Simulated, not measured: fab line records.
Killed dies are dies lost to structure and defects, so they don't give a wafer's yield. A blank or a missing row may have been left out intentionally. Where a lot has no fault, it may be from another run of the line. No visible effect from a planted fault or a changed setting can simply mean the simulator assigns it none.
Chamber matching | flow n5-finfet | N5_BEOL_M0_ALD_136 on ald-metal-04: 4 sister chambers
The step deposits TaN, pulse time 2 s, purge time 3 s, co reactant purge time 2 s. 14 wafers are shown with their chamber, then 7 later ones without.

WAFERS PAIRED WITH THEIR CHAMBERS
wafer  | chamber | heater-power-w (W)
L076.1 | 0       | 456
L076.3 | 3       | 519
L076.4 | 1       | 461
L078.1 | 2       | 439
L078.2 | 0       | 471
L078.5 | 1       | 468
L082.3 | 0       | 447
L082.4 | 1       | 460
L082.5 | 3       | 524
L085.3 | 0       | 462
L085.4 | 1       | 452
L085.6 | 2       | 441
L088.1 | 3       | 524
L088.2 | 1       | 467

SIGNATURES (means of the wafers above)
reading        | chamber 0 | chamber 1 | chamber 2 | chamber 3 | scatter within a chamber
heater-power-w | 459.00    | 461.60    | 440.00    | 522.33    | 7
Rule: for each reading, subtract the chamber's mean from the wafer's reading, divide by that reading's scatter and square the result; add these up over the readings and take the root, which gives the wafer's distance from the chamber. If the next closest chamber is less than 2 further off than the closest, the wafer can't be placed; otherwise it belongs to the closest. The scatter is the square root of a quotient: the sum, over the shown wafers, of each reading's squared deviation from its chamber's mean, divided by wafers minus chambers.

WAFERS WITH NO CHAMBER GIVEN
wafer  | heater-power-w (W)
L088.4 | 439
L090.3 | 461
L090.5 | 526
L090.6 | 455
L096.1 | 442
L096.5 | 525
L096.6 | 442

WHICH CHAMBER EACH WENT THROUGH
wafer  | from the rows above          | in truth
L088.4 | 2                            | 2
L090.3 | can't be placed: 1 or 0      | 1
L090.5 | 3                            | 3
L090.6 | can't be placed: 0 or 1 or 2 | 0
L096.1 | 2                            | 2
L096.5 | 3                            | 3
L096.6 | 2                            | 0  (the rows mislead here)
Placed correctly: 4 of 7. These rows do not allow placing 2 (true chamber among the candidates in 2). Wrongly placed: 1.
